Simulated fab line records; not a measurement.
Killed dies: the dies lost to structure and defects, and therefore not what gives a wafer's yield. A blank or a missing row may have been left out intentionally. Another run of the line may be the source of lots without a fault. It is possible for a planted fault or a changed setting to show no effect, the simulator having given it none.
fab line records :: flow n5_finfet
record:
  lots: 4
  wafers: 12
  last_day: 18
route steps=1938 shown BEOL_M0_SAQP@670 BEOL_M4@1111
lots that met no fault: from a run of the same line without faults
start_h: start of the lot's first displayed wafer, in hours after the record's first day :: wait_h: time in hours since the lot's previous step :: " unchanged from the row above :: L1.1+2: one row covering several wafers at once :: - no value present, or no start provided :: * or withheld: withheld :: < > ~ a bound
route shown NAME@n: names a module that has steps shown in the file, with the first one's number in the route :: usual: the fault-free wafers' mean and standard deviation :: same: alike in all rows :: chamber/n: place in a boat :: sites: per-site readings :: _std_site: how widely they spread, as a standard deviation :: _edge_site: the outer-site mean with the inner-site mean subtracted :: radius_mm: for every site, how far away it sits from the centre of the wafer :: mask NAME#n: copy n :: behind: the last tool/chamber to shape the wafer :: hold: reason for holding the lot/hours on hold/outcome of the hold :: device: the n, p or np transistor that did not switch :: end of line: tests of these same wafers at the route's end :: a step with no rows: only its recipe :: killed: dies lost to structure and defects at the first sort, not the wafer's yield :: map: per-die view of a wafer (x killed, . not killed, _ where there is no die)
set.NAME: the setting that was run; set.NAME@STEP: the one run at that earlier step :: model.NAME: the simulator's own value behind a step, which no gauge read
lots seen at some steps along the route; tables by step, rows by wafer
services: the hour from which a tool's chamber was out of use, counted from the record's first day as start_h (under 0 if before that day), plus the number of hours and why
== steps ==
step: N5_BEOL_M0_SAQP_RECESS_104
recipe:
  chemistry: HF/NH3
  target: SiO2
  target_depth_a: 180
  afs_cycles: 3
  temp_c: 30
  sublimation_temp_c: 180
  sublimation_time_s: 60
step: N5_BEOL_M0_SAQP_COAT_105
recipe:
  resist: SOC
  temp_c: 250
  time_s: 60
  spin_rpm: 1500
  resist_thk_nm: 100
step: N5_BEOL_M0_SAQP_ETCH_106
recipe:
  chemistry: N2/H2
  target: SOC
  target_depth_a: 1500
  stop_on: SiNx
  ion_energy_ev: 100
  bias_w: 61
  pressure_mtorr: 30
  source_w: 850
  n2_flow_sccm: 200
  h2_flow_sccm: 200
step: N5_BEOL_M0_SAQP_ETCH_107
recipe:
  chemistry: CH3F/O2
  target: SiNx
  target_depth_a: 300
  mask_material: SOC
  pressure_mtorr: 30
  source_w: 395
  bias_w: 73
  Ar_flow_sccm: 150
  CH3F_flow_sccm: 30
  O2_flow_sccm: 20
  ion_energy_ev: 120
step: N5_BEOL_M0_SAQP_STRIP_108
recipe:
  chemistry: N2/H2
  power_w: 500
  temp_c: 40
  pressure_mtorr: 50
  rf_frequency_hz: 6e+07
  overash_fraction: 0.3
  bias_power_w: 28
  h2_frac: 0.5
  n2_flow_sccm: 300
  h2_flow_sccm: 300
step: N5_BEOL_M0_SAQP_RECESS_109
recipe:
  chemistry: HF/NH3
  target: SiO2
  target_depth_a: 30
  afs_cycles: 1
  temp_c: 30
  sublimation_temp_c: 180
  sublimation_time_s: 60
step: N5_BEOL_M0_SAQP_SPACER2_ALD_26
recipe:
  material: SiO2
  target_thk_a: 150
  temp_c: 300
  ald_precursor_family: BDEAS
  ald_co_reactant: O2-plasma
  pulse_time_s: 1
  purge_time_s: 2
  co_reactant_purge_time_s: 2
  pressure_torr: 2
step: N5_BEOL_M0_SAQP_SPACER2_ETCHBACK_27
recipe:
  chemistry: CHF3/O2
  mode: anisotropic_etchback
  target: SiO2
  target_depth_a: 225
  time_s: 11.25
  pressure_mtorr: 30
  source_w: 650
  bias_w: 170
  Ar_flow_sccm: 200
  CHF3_flow_sccm: 50
  O2_flow_sccm: 5
  ion_energy_ev: 200
step: N5_BEOL_M0_SAQP_MANDREL2_REMOVE_110
recipe:
  chemistry: HBr/Cl2/O2
  bt_time_s: 10
  target: a-Si
  stop_on: SiCN
  endpoint: OES-SiCl
  over_etch_frac: 1
  icp_w: 600
  bias_w: 30
  HBr_flow_sccm: 150
  Cl2_flow_sccm: 80
  O2_flow_sccm: 5
  pressure_mtorr: 10
step: N5_BEOL_M0_SAQP_COAT_69
recipe:
  resist: SOC
  temp_c: 250
  time_s: 60
  spin_rpm: 1500
  resist_thk_nm: 90
step: N5_BEOL_M0_SAQP_COAT_72
recipe:
  resist: SiARC
  temp_c: 220
  time_s: 60
  spin_rpm: 1500
  resist_thk_nm: 15
step: N5_BEOL_M0_SAQP_COAT_87
recipe:
  resist: underlayer
  temp_c: 205
  time_s: 60
  spin_rpm: 1500
  resist_thk_nm: 5
usual:
  chill_plate_temp_C: 23.00/0.11
  exhaust_pa: 45.0/0.9
  spin_speed_rpm: 1499.8/0.83
lot.wafer: L250.3
tool: litho_track-05
chamber: 0
start_h: 131.83
wait_h: -
chill_plate_temp_C: 23.13
exhaust_pa: 44.6
spin_speed_rpm: 1499.6

lot.wafer: L250.4
tool: litho_track-05
chamber: 0
start_h: 131.83
wait_h: -
chill_plate_temp_C: 23.07
exhaust_pa: 44.5
spin_speed_rpm: 1500.4

lot.wafer: L250.6
tool: litho_track-05
chamber: 0
start_h: 131.83
wait_h: -
chill_plate_temp_C: 23.16
exhaust_pa: 44.6
spin_speed_rpm: 1498.9

lot.wafer: L260.2
tool: litho_track-05
chamber: 0
start_h: 192.83
wait_h: -
chill_plate_temp_C: 23.25
exhaust_pa: 45.7
spin_speed_rpm: 1386.5

lot.wafer: L260.3
tool: litho_track-05
chamber: 0
start_h: 192.83
wait_h: -
chill_plate_temp_C: 23.31
exhaust_pa: 44.3
spin_speed_rpm: 1387.4

lot.wafer: L260.6
tool: litho_track-05
chamber: 0
start_h: 192.83
wait_h: -
chill_plate_temp_C: 23.05
exhaust_pa: 45.2
spin_speed_rpm: 1387.4

lot.wafer: L261.2
tool: litho_track-05
chamber: 0
start_h: 195.55
wait_h: -
chill_plate_temp_C: 23.00
exhaust_pa: 45.1
spin_speed_rpm: 1387.1

lot.wafer: L261.4
tool: litho_track-05
chamber: 0
start_h: 195.55
wait_h: -
chill_plate_temp_C: 23.22
exhaust_pa: 44.4
spin_speed_rpm: 1387.9

lot.wafer: L261.5
tool: litho_track-05
chamber: 0
start_h: 195.55
wait_h: -
chill_plate_temp_C: 23.10
exhaust_pa: 44.2
spin_speed_rpm: 1387.3

lot.wafer: L270.1
tool: litho_track-04
chamber: 0
start_h: 255.95
wait_h: -
chill_plate_temp_C: 23.06
exhaust_pa: 45.1
spin_speed_rpm: 1500.3

lot.wafer: L270.2
tool: litho_track-04
chamber: 0
start_h: 255.95
wait_h: -
chill_plate_temp_C: 23.03
exhaust_pa: 45.4
spin_speed_rpm: 1500.5

lot.wafer: L270.3
tool: litho_track-04
chamber: 0
start_h: 255.95
wait_h: -
chill_plate_temp_C: 23.05
exhaust_pa: 43.6
spin_speed_rpm: 1499.1
step: N5_BEOL_M0_SAQP_COAT_34
recipe:
  resist: CAR-EUV
  spin_rpm: 1500
  resist_thk_nm: 30
step: N5_BEOL_M0_SAQP_EBR_36
recipe:
  solvent: PGMEA
  ebr_width_mm: 1.5
step: N5_BEOL_M0_SAQP_SOFTBAKE_35
recipe:
  temp_c: 110
  time_s: 60
  resist: CAR-EUV
step: N5_BEOL_M0_SAQP_EXPOSE_37
recipe:
  mask_id: M0_CUT1
  na: 0.33
  source_shape: annular
  sigma_inner: 0.35
  sigma_outer: 0.8
  polarization: unpolarized
  target_cd_nm: 30
  dose_mj: 44.75
step: N5_BEOL_M0_SAQP_PEB_38
recipe:
  peb_temp_c: 100
  peb_time_s: 60
  resist: CAR-EUV
step: N5_BEOL_M0_SAQP_DEVELOP_39
recipe:
  develop_time_s: 30
  developer: TMAH
  resist: CAR-EUV
  rinse_liquid: surfactant_rinse
  dry: air_spin
  dev_temp_c: 23
step: N5_BEOL_M0_SAQP_DESCUM_45
recipe:
  chemistry: O2
  time_s: 7
  source_power_w: 50
  bias_power_w: 20
  pressure_mtorr: 20
  rf_frequency_hz: 2.712e+07
  temp_c: 40
  resist: CAR-EUV
  o2_flow_sccm: 225
step: N5_BEOL_M0_SAQP_ETCH_88
recipe:
  chemistry: N2/H2
  target: underlayer
  target_depth_a: 65
  time_s: 5.2
  ion_energy_ev: 200
  mask_material: CAR-EUV
  pressure_mtorr: 30
  source_w: 840
  bias_w: 150
  n2_flow_sccm: 200
  h2_flow_sccm: 200
  ends: cleared
usual:
  chamber_pressure_mTorr: 30.00/0.042
  drypump_motor_current_A: 5.8/0.38
  etch_rf_on_time_s: 5.30/0.16
  oes_product_au: 0.64/0.055
  rf_vpp_V: 524.5/2.4
  showerhead_plenum_p_Torr: 2.56/0.077
  throttle_valve_pct: 17.94/0.27
lot.wafer: L250.3
tool: rie_diel-06
chamber: 3
start_h: 132.25
wait_h: 0.0
chamber_pressure_mTorr: 30.02
drypump_motor_current_A: 6.0
etch_rf_on_time_s: 5.27
oes_product_au: 0.61
rf_hours_counter_h: 186
rf_vpp_V: 522.2
showerhead_plenum_p_Torr: 2.43
throttle_valve_pct: 18.14
model.etch.depth_nm: 4.973

lot.wafer: L250.4
tool: rie_diel-06
chamber: 1
start_h: 132.25
wait_h: 0.0
chamber_pressure_mTorr: 30.00
drypump_motor_current_A: 5.3
etch_rf_on_time_s: 5.34
oes_product_au: 0.64
rf_hours_counter_h: 128
rf_vpp_V: 523.8
showerhead_plenum_p_Torr: 2.55
throttle_valve_pct: 17.97
model.etch.depth_nm: 4.986

lot.wafer: L250.6
tool: rie_diel-06
chamber: 0
start_h: 132.25
wait_h: 0.0
chamber_pressure_mTorr: 30.05
drypump_motor_current_A: 5.4
etch_rf_on_time_s: 5.13
oes_product_au: 0.63
rf_hours_counter_h: -
rf_vpp_V: 523.3
showerhead_plenum_p_Torr: 2.52
throttle_valve_pct: 18.16
model.etch.depth_nm: 5.008

lot.wafer: L260.2
tool: rie_diel-06
chamber: 1
start_h: 193.43
wait_h: 0.0
chamber_pressure_mTorr: 30.01
drypump_motor_current_A: 5.3
etch_rf_on_time_s: 5.64
oes_product_au: 0.63
rf_hours_counter_h: 144
rf_vpp_V: 522.0
showerhead_plenum_p_Torr: 2.55
throttle_valve_pct: 17.96
model.etch.depth_nm: 5.199

lot.wafer: L260.3
tool: rie_diel-06
chamber: 2
start_h: 193.43
wait_h: 0.0
chamber_pressure_mTorr: 30.00
drypump_motor_current_A: 5.5
etch_rf_on_time_s: 5.14
oes_product_au: 0.70
rf_hours_counter_h: 82
rf_vpp_V: 522.6
showerhead_plenum_p_Torr: 2.47
throttle_valve_pct: 17.76
model.etch.depth_nm: 5.207

lot.wafer: L260.6
tool: rie_diel-06
chamber: 2
start_h: 193.43
wait_h: 0.0
chamber_pressure_mTorr: 30.01
drypump_motor_current_A: 5.5
etch_rf_on_time_s: 5.20
oes_product_au: 0.71
rf_hours_counter_h: -
rf_vpp_V: 521.3
showerhead_plenum_p_Torr: 2.47
throttle_valve_pct: 17.77
model.etch.depth_nm: 5.22

lot.wafer: L261.2
tool: rie_diel-04
chamber: 2
start_h: 196.02
wait_h: 0.0
chamber_pressure_mTorr: 30.00
drypump_motor_current_A: 6.4
etch_rf_on_time_s: 5.31
oes_product_au: 0.58
rf_hours_counter_h: 238
rf_vpp_V: 524.6
showerhead_plenum_p_Torr: 2.62
throttle_valve_pct: 18.28
model.etch.depth_nm: 5.187

lot.wafer: L261.4
tool: rie_diel-04
chamber: 0
start_h: 196.02
wait_h: 0.0
chamber_pressure_mTorr: 29.95
drypump_motor_current_A: 6.1
etch_rf_on_time_s: 5.55
oes_product_au: 0.72
rf_hours_counter_h: 72
rf_vpp_V: 523.2
showerhead_plenum_p_Torr: 2.59
throttle_valve_pct: 17.49
model.etch.depth_nm: 5.186

lot.wafer: L261.5
tool: rie_diel-04
chamber: 0
start_h: 196.02
wait_h: 0.0
chamber_pressure_mTorr: 30.01
drypump_motor_current_A: 6.1
etch_rf_on_time_s: 5.56
oes_product_au: 0.72
rf_hours_counter_h: -
rf_vpp_V: 526.5
showerhead_plenum_p_Torr: 2.59
throttle_valve_pct: 17.52
model.etch.depth_nm: 5.185

lot.wafer: L270.1
tool: rie_diel-06
chamber: 0
start_h: 256.50
wait_h: 0.0
chamber_pressure_mTorr: 30.04
drypump_motor_current_A: 5.4
etch_rf_on_time_s: 5.17
oes_product_au: 0.60
rf_hours_counter_h: 210
rf_vpp_V: 523.3
showerhead_plenum_p_Torr: 2.51
throttle_valve_pct: 18.24
model.etch.depth_nm: 5.05

lot.wafer: L270.2
tool: rie_diel-06
chamber: 1
start_h: 256.50
wait_h: 0.0
chamber_pressure_mTorr: 29.99
drypump_motor_current_A: 5.3
etch_rf_on_time_s: 5.54
oes_product_au: 0.62
rf_hours_counter_h: 164
rf_vpp_V: 523.3
showerhead_plenum_p_Torr: 2.54
throttle_valve_pct: 18.02
model.etch.depth_nm: 5.037

lot.wafer: L270.3
tool: rie_diel-06
chamber: 2
start_h: 256.50
wait_h: 0.0
chamber_pressure_mTorr: 30.03
drypump_motor_current_A: 5.5
etch_rf_on_time_s: 5.15
oes_product_au: 0.68
rf_hours_counter_h: 102
rf_vpp_V: 521.5
showerhead_plenum_p_Torr: 2.46
throttle_valve_pct: 17.83
model.etch.depth_nm: 5.039
step: N5_BEOL_M0_SAQP_ETCH_73
recipe:
  chemistry: CF4
  target: SiARC
  target_depth_a: 195
  mask_material: CAR-EUV
  time_s: 32.5
  ion_energy_ev: 80
  pressure_mtorr: 40
  source_w: 545
  bias_w: 36
  Ar_flow_sccm: 100
  cf4_flow_sccm: 100
  ends: cleared
step: N5_BEOL_M4_RC_MEAS_101
usual:
  DIBL_N: 36.3/1.8
  DIBL_P: 36.5/2.1
  IOFF_N: 0.16/0.031
  IOFF_P: 0.22/0.038
  ION_N: 677/12
  ION_P: 466/7.8
  SS_N: 71.5/0.61
  SS_P: 73.2/0.7
  VT_N: 249/3
  VT_P: -248.9/3
lot.wafer: L250.3
tool: prober-02
chamber: 0
start_h: 201.48
wait_h: 1.1
DIBL_N[mV/V]: 38.6
DIBL_P[mV/V]: 39.4
IOFF_N[nA/um]: 0.19
IOFF_P[nA/um]: 0.24
ION_N[uA/um]: 676
ION_P[uA/um]: 460
SS_N[mV/dec]: 72.7
SS_P[mV/dec]: 73.6
VT_N[mV]: 246
VT_P[mV]: -248.4

lot.wafer: L250.4
tool: prober-02
chamber: 0
start_h: 201.48
wait_h: 1.1
DIBL_N[mV/V]: 34.9
DIBL_P[mV/V]: 34.6
IOFF_N[nA/um]: 0.12
IOFF_P[nA/um]: 0.17
ION_N[uA/um]: 667
ION_P[uA/um]: 461
SS_N[mV/dec]: 72.1
SS_P[mV/dec]: 72.9
VT_N[mV]: 255
VT_P[mV]: -252.3

lot.wafer: L250.6
tool: prober-02
chamber: 0
start_h: 201.48
wait_h: 1.1
DIBL_N[mV/V]: 39.2
DIBL_P[mV/V]: 39.7
IOFF_N[nA/um]: 0.21
IOFF_P[nA/um]: 0.24
ION_N[uA/um]: 674
ION_P[uA/um]: 455
SS_N[mV/dec]: 72.3
SS_P[mV/dec]: 74.1
VT_N[mV]: 249
VT_P[mV]: -247.5

lot.wafer: L260.2
tool: prober-01
chamber: 0
start_h: 264.05
wait_h: 0.2
DIBL_N[mV/V]: 36.7
DIBL_P[mV/V]: 35.1
IOFF_N[nA/um]: 0.15
IOFF_P[nA/um]: 0.21
ION_N[uA/um]: 663
ION_P[uA/um]: 463
SS_N[mV/dec]: 71.4
SS_P[mV/dec]: 73.7
VT_N[mV]: 251
VT_P[mV]: -250.2

lot.wafer: L260.3
tool: prober-01
chamber: 0
start_h: 264.05
wait_h: 0.2
DIBL_N[mV/V]: 39.5
DIBL_P[mV/V]: 39.3
IOFF_N[nA/um]: 0.22
IOFF_P[nA/um]: 0.29
ION_N[uA/um]: 689
ION_P[uA/um]: 476
SS_N[mV/dec]: 72.7
SS_P[mV/dec]: 74.1
VT_N[mV]: 247
VT_P[mV]: -245.2

lot.wafer: L260.6
tool: prober-01
chamber: 0
start_h: 264.05
wait_h: 0.2
DIBL_N[mV/V]: 36.9
DIBL_P[mV/V]: 35.9
IOFF_N[nA/um]: 0.15
IOFF_P[nA/um]: 0.22
ION_N[uA/um]: 669
ION_P[uA/um]: 471
SS_N[mV/dec]: 72.7
SS_P[mV/dec]: 74.0
VT_N[mV]: 249
VT_P[mV]: -251.2

lot.wafer: L261.2
tool: prober-02
chamber: 0
start_h: 267.20
wait_h: 0.2
DIBL_N[mV/V]: 36.9
DIBL_P[mV/V]: 37.5
IOFF_N[nA/um]: 0.16
IOFF_P[nA/um]: 0.25
ION_N[uA/um]: 679
ION_P[uA/um]: 472
SS_N[mV/dec]: 72.3
SS_P[mV/dec]: 73.5
VT_N[mV]: 252
VT_P[mV]: -248.5

lot.wafer: L261.4
tool: prober-02
chamber: 0
start_h: 267.20
wait_h: 0.2
DIBL_N[mV/V]: 39.2
DIBL_P[mV/V]: 40.4
IOFF_N[nA/um]: 0.21
IOFF_P[nA/um]: 0.31
ION_N[uA/um]: 677
ION_P[uA/um]: 475
SS_N[mV/dec]: 71.9
SS_P[mV/dec]: 74.6
VT_N[mV]: 248
VT_P[mV]: -245.5

lot.wafer: L261.5
tool: prober-02
chamber: 0
start_h: 267.20
wait_h: 0.2
DIBL_N[mV/V]: 35.7
DIBL_P[mV/V]: 36.7
IOFF_N[nA/um]: 0.16
IOFF_P[nA/um]: 0.25
ION_N[uA/um]: 690
ION_P[uA/um]: 483
SS_N[mV/dec]: 70.9
SS_P[mV/dec]: 72.9
VT_N[mV]: 250
VT_P[mV]: -245.8

lot.wafer: L270.1
tool: prober-01
chamber: 0
start_h: 312.93
wait_h: 0.0
DIBL_N[mV/V]: 35.7
DIBL_P[mV/V]: 36.9
IOFF_N[nA/um]: 0.17
IOFF_P[nA/um]: 0.24
ION_N[uA/um]: 669
ION_P[uA/um]: 463
SS_N[mV/dec]: 72.0
SS_P[mV/dec]: 73.1
VT_N[mV]: 249
VT_P[mV]: -246.4

lot.wafer: L270.2
tool: prober-01
chamber: 0
start_h: 312.93
wait_h: 0.0
DIBL_N[mV/V]: 36.8
DIBL_P[mV/V]: 38.0
IOFF_N[nA/um]: 0.19
IOFF_P[nA/um]: 0.24
ION_N[uA/um]: 678
ION_P[uA/um]: 459
SS_N[mV/dec]: 71.6
SS_P[mV/dec]: 73.5
VT_N[mV]: 246
VT_P[mV]: -250.0

lot.wafer: L270.3
tool: prober-01
chamber: 0
start_h: 312.93
wait_h: 0.0
DIBL_N[mV/V]: 34.5
DIBL_P[mV/V]: 36.0
IOFF_N[nA/um]: 0.16
IOFF_P[nA/um]: 0.22
ION_N[uA/um]: 679
ION_P[uA/um]: 471
SS_N[mV/dec]: 71.5
SS_P[mV/dec]: 72.5
VT_N[mV]: 246
VT_P[mV]: -245.6
== services ==
tool: rie_diel-04
chamber: -
start_h: 122.71
hours: 2.8
kind: pm

tool: rie_diel-06
chamber: 0
start_h: 211.47
hours: 8.5
kind: repair

tool: rie_diel-04
chamber: 2
start_h: 234.06
hours: -
kind: clean

tool: rie_diel-04
chamber: 2
start_h: 234.06
hours: -
kind: consumable_replace:focus_ring

tool: rie_diel-04
chamber: 2
start_h: 234.06
hours: 14.5
kind: scheduled_down

tool: rie_diel-04
chamber: 2
start_h: 234.06
hours: 14.5
kind: vent_cycle
== key ==
first_sign:
  step: N5_BEOL_M0_SAQP_COAT_87
  reading: spin_speed_rpm
  direction: down
  sigmas: 99+
  usual: *
  struck: *
effect none on later readings
model_effect:
  step: N5_BEOL_M0_SAQP_ETCH_88
  value: etch.depth_nm
  without: 4.997
  struck: 5.197
met_at N5_BEOL_M0_SAQP_COAT_87
struck_wafers L260.2,L260.3,L260.6,L261.2,L261.4,L261.5
onset_between 131.83 192.83
fault:
  kind: process_parameter_drift
  tool: litho_track-05
  chamber: -
  onset_h: 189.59
  steps: N5_BEOL_M0_SAQP_COAT_87
  channel: spin_rpm
  offset: *
  shape: step
  end_h: 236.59
  acts_in: *
  stated: *
